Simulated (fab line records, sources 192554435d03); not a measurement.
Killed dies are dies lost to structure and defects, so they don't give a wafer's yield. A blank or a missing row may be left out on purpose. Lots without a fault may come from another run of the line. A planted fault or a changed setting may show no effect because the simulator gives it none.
fab line records | flow n5_finfet
record lots=7 wafers=21
route steps=1938 shown BEOL_M6@1200 BEOL_M7@1266 BEOL_M8@1335
start_h: hours from the record's first day to the start of the lot's first wafer shown | wait_h: hours since the lot's step before | " the same as in the row above | L1.1+2: a row that stands for several wafers | - no value, or no start given | * or withheld: withheld | < > ~ a bound
route shown NAME@n: a module of which the file shows steps, and the number in the route of the first | usual: mean/standard deviation of fault-free wafers | same: alike in all rows | chamber/n: place in a boat | sites: the reading at each site | _std_site: their standard deviation | _edge_site: outer sites' mean less inner sites' | radius_mm: how far each site lies from the wafer's centre | mask NAME#n: copy n | behind: the tool/chamber that last shaped the wafer | hold: why the lot was held/for how many hours/how that ended | device: the transistor (n, p or np) that didn't switch | end of line: the same wafers' tests at the end of the route | a step without rows: its recipe alone | killed: dies lost to structure and defects at the first sort, not the wafer's yield | map: a wafer's dies, x killed, . not, _ none there
set.NAME: the setting as run; set.NAME@STEP: as run at that earlier step | model.NAME: the simulator's own value behind a step, which no gauge read
lots whose settings were changed on purpose; a table a step, a row a wafer
## steps
# step N5_BEOL_M6_COAT_60
# recipe resist=SiARC temp_c=220 time_s=60 spin_rpm=1500 resist_thk_nm=35
# columns lot.wafer tool chamber start_h wait_h set.spin_rpm model.SiARC_of_BEOL_M6_COAT_60.thk_nm
L080.1 litho_track-02 0 - - 1586 34.4
L080.4 " 0 " " 1500 35.2
L080.6 " 0 " " 1500 35
L081.3 litho_track-03 0 - - 1500 35.2
L081.4 " 0 " " 1403 36.2
L081.5 " 0 " " 1500 35
L085.3+5 litho_track-05 0 - - 1396 36.4
L085.4 " 0 " " 1500 35
L089.2+4 litho_track-05 0 - - 1359 36.8
L089.5 " 0 " " 1500 35.2
L092.1+4 litho_track-02 0 - - 1500 35
L092.6 " 0 " " 1565 34.2
L095.3+4+5 litho_track-03 0 - - 1500 35
L094.3+4+5 litho_track-03 0 - - 1500 35
# step N5_BEOL_M6_COAT_05
# recipe resist=CAR-ArF spin_rpm=1500 resist_thk_nm=90
# step N5_BEOL_M6_EBR_07
# recipe solvent=PGMEA ebr_width_mm=1.5
# step N5_BEOL_M6_DESCUM_16
# recipe chemistry=O2 time_s=7.9 source_power_w=50 bias_power_w=20 pressure_mtorr=20 rf_frequency_hz=2.712e+07 temp_c=40 resist=CAR-ArF o2_flow_sccm=225
# step N5_BEOL_M6_ETCH_61
# recipe chemistry=CF4 target=SiARC target_depth_a=455 mask_material=CAR-ArF time_s=75.8 ion_energy_ev=80 pressure_mtorr=40 source_w=545 bias_w=36 Ar_flow_sccm=100 cf4_flow_sccm=100 ends=cleared
# columns lot.wafer tool chamber start_h wait_h set.spin_rpm@BEOL_M6_COAT_60 model.etch.depth_nm model.CAR-ArF_of_BEOL_M6_COAT_05.thk_nm
L080.1 rie_diel-04 2 215.74 0.0 1586 34.3 51.4
L080.4 " 0 " " 1500 35.24 51
L080.6 " 0 " " 1500 35.04 51
L081.3 rie_diel-03 2 219.63 0.0 1500 35.1 51
L081.4 " 3 " " 1403 36.28 49.6
L081.5 " 0 " " 1500 35.06 51
L085.3 rie_diel-05 3 246.00 0.0 1396 36.45 49.6
L085.4 " 1 " " 1500 35.04 51
L085.5 " 3 " " 1396 36.39 49.6
L089.2 rie_diel-03 3 272.63 0.0 1359 36.77 49.4
L089.4 " 1 " " 1359 36.8 49.4
L089.5 " 2 " " 1500 35.16 51
L092.1 rie_diel-03 3 303.05 0.0 1500 34.92 51
L092.4 " 1 " " 1500 34.95 51
L092.6 " 0 " " 1565 34.2 51.8
L095.3 rie_diel-04 0 309.48 0.0 1500 35.06 51
L095.4 " 3 " " 1500 34.92 50.6
L095.5 " 2 " " 1500 34.95 51
L094.3 rie_diel-05 2 317.13 0.0 1500 34.98 50.8
L094.4 " 0 " " 1500 35.09 50.8
L094.5 " 2 " " 1500 34.97 50.6
# step N5_BEOL_M6_ETCH_62
# recipe chemistry=N2/H2 target=SOC target_depth_a=1100 overetch_a=220 mask_material=SiARC temp_c=40 time_s=165 ion_energy_ev=200 pressure_mtorr=30 source_w=840 bias_w=150 n2_flow_sccm=200 h2_flow_sccm=200
# columns lot.wafer tool chamber start_h wait_h set.spin_rpm@BEOL_M6_COAT_60 model.SiARC_of_BEOL_M6_COAT_60.thk_nm
L080.1 rie_diel-04 2 215.80 0.0 1586 27.6
L080.4 " 0 " " 1500 28.4
L080.6 " 0 " " 1500 28.2
L081.3+5 rie_diel-03 2,0 219.68 0.0 1500 28.4
L081.4 " 3 " " 1403 29.8
L085.3+5 rie_diel-05 3 246.05 0.0 1396 29.6
L085.4 " 1 " " 1500 28.2
L089.2+4 rie_diel-03 3,1 272.68 0.0 1359 30.2
L089.5 " 2 " " 1500 28.4
L092.1 rie_diel-03 3 303.11 0.0 1500 28.4
L092.4 " 1 " " 1500 28.2
L092.6 " 0 " " 1565 27.2
L095.3+4 rie_diel-04 0,3 309.53 0.0 1500 28.2
L095.5 " 2 " " 1500 28.4
L094.3+5 rie_diel-05 2 317.19 0.0 1500 28.2
L094.4 " 0 " " 1500 28.4
# step N5_BEOL_M6_STRIP_68
# recipe chemistry=N2/H2 temp_c=40 n2_flow_sccm=200 h2_flow_sccm=200 rf_frequency_hz=6e+07
# step N5_BEOL_M6_STRIP_67
# recipe chemistry=CF4 resist=SiARC power_w=300 bias_power_w=75 pressure_mtorr=50 cf4_flow_sccm=150 rf_frequency_hz=6e+07
# step N5_BEOL_M6_HM_OPEN_17
# recipe chemistry=Cl2/BCl3 target_depth_a=200 overetch_a=60 target=TiN mask_material=SOC ion_energy_ev=150 pressure_mtorr=10 icp_w=1000 bias_w=126 Cl2_flow_sccm=53.25 bcl3_flow_sccm=21.75 Ar_flow_sccm=25
# columns lot.wafer tool chamber start_h wait_h set.target_thk_a@BEOL_M6_HM_DEP_02 model.etch.depth_nm
L080.1 rie_metal-03 0 215.99 0.0 200 20.03
L080.4 " 0 " " 176.4 17.66
L080.6 " 0 " " 200 19.96
L081.3 rie_metal-03 0 219.90 0.1 200 20.09
L081.4 " 1 " " 200 20.03
L081.5 " 1 " " 219.3 22.03
L085.3 rie_metal-01 0 246.27 0.1 185.4 18.65
L085.4 " 1 " " 185.4 18.58
L085.5 " 0 " " 185.4 18.6
L089.2 rie_metal-02 1 272.87 0.0 200 19.76
L089.4 " 1 " " 200 19.7
L089.5 " 1 " " 200 20.1
L092.1 rie_metal-03 1 303.30 0.0 200 20.02
L092.4 " 1 " " 191.9 19.1
L092.6 " 1 " " 200 20.03
L095.3 rie_metal-01 0 309.78 0.1 200 19.8
L095.4 " 0 " " 200 19.78
L095.5 " 0 " " 200 19.85
L094.3 rie_metal-03 0 317.41 0.1 200 20.23
L094.4 " 1 " " 200 19.9
L094.5 " 1 " " 200 20.08
# step N5_BEOL_M6_STRIP_19
# recipe chemistry=O2 power_w=400 temp_c=40 pressure_mtorr=30 rf_frequency_hz=6e+07 bias_power_w=0 overash_fraction=0.2 o2_flow_sccm=225
# step N5_BEOL_M6_STRIP_76
# recipe chemistry=C4F6/O2 resist=SiARC rf_frequency_hz=6e+07
# step N5_BEOL_M6_STRIP_36
# recipe chemistry=N2/H2 power_w=450 temp_c=40 pressure_mtorr=20 rf_frequency_hz=6e+07 overash_fraction=0.3 bias_power_w=7 h2_frac=0.5 n2_flow_sccm=200 h2_flow_sccm=200
# step N5_BEOL_M6_TRENCH_ETCH_37
# recipe chemistry=C4F6/O2 target_depth_a=944.35 target=SiCOH_lowk time_s=31.5 ion_energy_ev=250 pressure_mtorr=30 source_w=345 bias_w=185 Ar_flow_sccm=300 C4F6_flow_sccm=10 O2_flow_sccm=10
# columns lot.wafer tool chamber start_h wait_h set.target_thk_a@BEOL_M6_HM_DEP_02 model.TiN_of_BEOL_M6_HM_DEP_02.thk_nm
L080.1+6 rie_diel-05 2,1 - - 200 17.2
L080.4 " 0 " " 176.4 15
L081.3+4 rie_diel-04 0,3 - - 200 17.4
L081.5 " 1 " " 219.3 19.2
L085.3 rie_diel-03 3 - - 185.4 16
L085.4+5 " 0,1 " " 185.4 15.8
L089.2+4 rie_diel-05 2,3 - - 200 17
L089.5 " 1 " " 200 17.4
L092.1+6 rie_diel-04 2,0 - - 200 17.4
L092.4 " 1 " " 191.9 16.4
L095.3+5 rie_diel-03 3,1 - - 200 17.2
L095.4 " 2 " " 200 17
L094.3 rie_diel-04 3 - - 200 17.4
L094.4+5 " 0 " " 200 17.2
# step N5_BEOL_M7_PECVD_70
# recipe material=SiO2 target_thk_a=200 temp_c=400 precursor=TEOS/O2 pressure_torr=5.5 rf_w=450 teos_flow_sccm=53.8 gas=O2 flow_sccm=3000 time_s=22.7
# columns lot.wafer tool chamber start_h wait_h set.temp_c model.SiO2_of_BEOL_M7_PECVD_70.thk_nm
L080.1+4 pecvd-04 0 221.07 0.0 414.6 17.8
L080.6 " 0 " " 400 19.8
L081.3 pecvd-04 2 223.78 0.0 400 19.6
L081.4 " 1 " " 400 20
L081.5 " 2 " " 385.2 22.2
L085.3 pecvd-03 1 253.67 0.0 393.5 20.6
L085.4 " 0 " " 393.5 21.2
L085.5 " 1 " " 400 20
L089.2 pecvd-03 1 279.25 0.0 417.7 17.4
L089.4 " 0 " " 417.7 17.6
L089.5 " 1 " " 400 20.2
L092.1 pecvd-04 2 308.41 0.0 400 20
L092.4 " 1 " " 387.9 21.8
L092.6 " 2 " " 400 20.4
L095.3+4 pecvd-02 1,2 317.80 0.0 400 20.2
L095.5 " 1 " " 416.6 18
L094.3+4 pecvd-03 2,1 326.15 0.0 400 19.8
L094.5 " 2 " " 400 20.2
# step N5_BEOL_M7_COAT_59
# recipe resist=SOC temp_c=250 time_s=60 spin_rpm=1500 resist_thk_nm=100
# columns lot.wafer tool chamber start_h wait_h set.spin_rpm model.SOC_of_BEOL_M7_COAT_59.thk_nm
L080.1 litho_track-04 0 221.73 0.1 1608 96.4
L080.4 " 0 " " 1500 99.8
L080.6 " 0 " " 1608 96.8
L081.3+4 litho_track-04 0 224.76 0.1 1500 100
L081.5 " 0 " " 1500 100.4
L085.3 litho_track-04 0 254.24 0.1 1397 104
L085.4 " 0 " " 1500 100.6
L085.5 " 0 " " 1500 100.4
L089.2 litho_track-05 0 279.52 0.1 1500 100.2
L089.4 " 0 " " 1550 98.6
L089.5 " 0 " " 1500 100.4
L092.1 litho_track-01 0 309.13 0.1 1571 97.8
L092.4+6 " 0 " " 1500 100.2
L095.3+4+5 litho_track-04 0 318.81 0.1 1500 99.2
L094.3+4+5 litho_track-01 0 327.42 0.1 1500 99.8
# step N5_BEOL_M7_COAT_60
# recipe resist=SiARC temp_c=220 time_s=60 spin_rpm=1500 resist_thk_nm=35
# step N5_BEOL_M7_COAT_05
# recipe resist=CAR-ArF spin_rpm=1500 resist_thk_nm=90
# step N5_BEOL_M7_DESCUM_16
# recipe chemistry=O2 time_s=7.9 source_power_w=50 bias_power_w=20 pressure_mtorr=20 rf_frequency_hz=2.712e+07 temp_c=40 resist=CAR-ArF o2_flow_sccm=225
# step N5_BEOL_M7_ETCH_61
# recipe chemistry=CF4 target=SiARC target_depth_a=455 mask_material=CAR-ArF time_s=75.8 ion_energy_ev=80 pressure_mtorr=40 source_w=545 bias_w=36 Ar_flow_sccm=100 cf4_flow_sccm=100 ends=cleared
# step N5_BEOL_M7_ETCH_62
# recipe chemistry=N2/H2 target=SOC target_depth_a=1100 overetch_a=220 mask_material=SiARC temp_c=40 time_s=165 ion_energy_ev=200 pressure_mtorr=30 source_w=840 bias_w=150 n2_flow_sccm=200 h2_flow_sccm=200
# columns lot.wafer tool chamber start_h wait_h set.spin_rpm@BEOL_M7_COAT_59 model.etch.depth_nm
L080.1 rie_diel-01 3 222.54 0.0 1608 96.42
L080.4 " 2 " " 1500 99.73
L080.6 " 2 " " 1608 96.73
L081.3 rie_diel-01 3 226.11 0.0 1500 100
L081.4 " 1 " " 1500 100.1
L081.5 " 2 " " 1500 100.4
L085.3 rie_diel-01 3 254.79 0.0 1397 104
L085.4 " 0 " " 1500 100.5
L085.5 " 3 " " 1500 100.4
L089.2 rie_diel-02 3 280.31 0.0 1500 100.3
L089.4 " 1 " " 1550 98.6
L089.5 " 1 " " 1500 100.5
L092.1 rie_diel-01 3 309.68 0.0 1571 97.88
L092.4 " 3 " " 1500 100.1
L092.6 " 0 " " 1500 100.2
L095.3 rie_diel-02 1 319.24 0.0 1500 99.28
L095.4 " 2 " " 1500 99.27
L095.5 " 1 " " 1500 99.29
L094.3 rie_diel-01 0 328.41 0.0 1500 99.84
L094.4 " 3 " " 1500 99.76
L094.5 " 1 " " 1500 99.9
# step N5_BEOL_M7_STRIP_68
# recipe chemistry=N2/H2 temp_c=40 n2_flow_sccm=200 h2_flow_sccm=200 rf_frequency_hz=6e+07
# step N5_BEOL_M7_STRIP_67
# recipe chemistry=CF4 resist=SiARC power_w=300 bias_power_w=75 pressure_mtorr=50 cf4_flow_sccm=150 rf_frequency_hz=6e+07
# step N5_BEOL_M7_HM_OPEN_17
# recipe chemistry=Cl2/BCl3 target_depth_a=200 overetch_a=60 target=TiN mask_material=SOC ion_energy_ev=150 pressure_mtorr=10 icp_w=1000 bias_w=126 Cl2_flow_sccm=53.25 bcl3_flow_sccm=21.75 Ar_flow_sccm=25
# columns lot.wafer tool chamber start_h wait_h set.spin_rpm@BEOL_M7_COAT_59 model.SOC_of_BEOL_M7_COAT_59.thk_nm
L080.1 rie_metal-01 0 222.73 0.0 1608 88.4
L080.4 " 1 " " 1500 91.8
L080.6 " 1 " " 1608 88.6
L081.3 rie_metal-03 0 226.33 0.1 1500 92
L081.4 " 1 " " 1500 92.2
L081.5 " 0 " " 1500 92.4
L085.3 rie_metal-01 0 255.01 0.1 1397 96.2
L085.4 " 1 " " 1500 92.8
L085.5 " 0 " " 1500 92.6
L089.2 rie_metal-02 1 280.50 0.0 1500 92.4
L089.4 " 1 " " 1550 90.8
L089.5 " 1 " " 1500 92.6
L092.1 rie_metal-03 0 309.87 0.0 1571 89.8
L092.4 " 0 " " 1500 92.2
L092.6 " 1 " " 1500 92.4
L095.3+5 rie_metal-03 0 319.45 0.1 1500 91.2
L095.4 " 1 " " 1500 91.4
L094.3+5 rie_metal-03 1,0 328.62 0.1 1500 92
L094.4 " 0 " " 1500 91.6
# step N5_BEOL_M8_PECVD_70
# recipe material=SiO2 target_thk_a=200 temp_c=400 precursor=TEOS/O2 pressure_torr=5.5 rf_w=450 teos_flow_sccm=53.8 gas=O2 flow_sccm=3000 time_s=22.7
# columns lot.wafer tool chamber start_h wait_h set.temp_c model.SiO2_of_BEOL_M8_PECVD_70.thk_nm
L080.1 pecvd-03 0 228.89 0.0 400 19.6
L080.4 " 0 " " 412.8 18.4
L080.6 " 0 " " 400 20.2
L081.3 pecvd-01 2 232.38 0.0 400 19.6
L081.4 " 0 " " 405.8 19
L081.5 " 1 " " 405.8 18.8
L085.3+4 pecvd-04 0,2 259.57 0.0 400 20
L085.5 " 0 " " 410.7 18.8
L089.2 pecvd-01 2 287.95 0.0 388.4 21.6
L089.4 " 0 " " 400 20.6
L089.5 " 1 " " 400 20.2
L092.1 pecvd-01 0 317.67 0.0 390.5 21.4
L092.4 " 1 " " 390.5 21.6
L092.6 " 0 " " 400 20.4
L095.3 pecvd-01 1 326.53 0.0 400 19.6
L095.4 " 2 " " 389 21.6
L095.5 " 0 " " 389 21.4
L094.3 pecvd-04 1 333.91 0.0 400 19.4
L094.4 " 1 " " 400 20
L094.5 " 2 " " 400 19.8
## key
split step=N5_BEOL_M6_COAT_60 setting=spin_rpm stated=1500 by=wafer
response step=N5_BEOL_M6_COAT_60 reading=model.SiARC_of_BEOL_M6_COAT_60.thk_nm change=-0.171 per=1% r=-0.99
response step=N5_BEOL_M6_ETCH_61 reading=model.etch.depth_nm change=-0.176 per=1% r=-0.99
response step=N5_BEOL_M6_ETCH_61 reading=model.CAR-ArF_of_BEOL_M6_COAT_05.thk_nm change=+0.172 per=1% r=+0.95
response step=N5_BEOL_M6_ETCH_62 reading=model.SiARC_of_BEOL_M6_COAT_60.thk_nm change=-0.193 per=1% r=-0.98
split step=N5_BEOL_M7_PECVD_70 setting=temp_c stated=400 by=wafer
response step=N5_BEOL_M7_PECVD_70 reading=model.SiO2_of_BEOL_M7_PECVD_70.thk_nm change=-0.576 per=1% r=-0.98
split step=N5_BEOL_M7_COAT_59 setting=spin_rpm stated=1500 by=wafer
response step=N5_BEOL_M7_COAT_59 reading=model.SOC_of_BEOL_M7_COAT_59.thk_nm change=-0.484 per=1% r=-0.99
response step=N5_BEOL_M7_ETCH_62 reading=model.etch.depth_nm change=-0.482 per=1% r=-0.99
response step=N5_BEOL_M7_HM_OPEN_17 reading=model.SOC_of_BEOL_M7_COAT_59.thk_nm change=-0.493 per=1% r=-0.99
split step=N5_BEOL_M8_PECVD_70 setting=temp_c stated=400 by=wafer
response step=N5_BEOL_M8_PECVD_70 reading=model.SiO2_of_BEOL_M8_PECVD_70.thk_nm change=-0.495 per=1% r=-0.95
split outside_this_file step=N5_BEOL_M6_HM_DEP_02 setting=target_thk_a
# split outside_this_file: this setting was split too, and the file shows its column; the key of that split is in another file
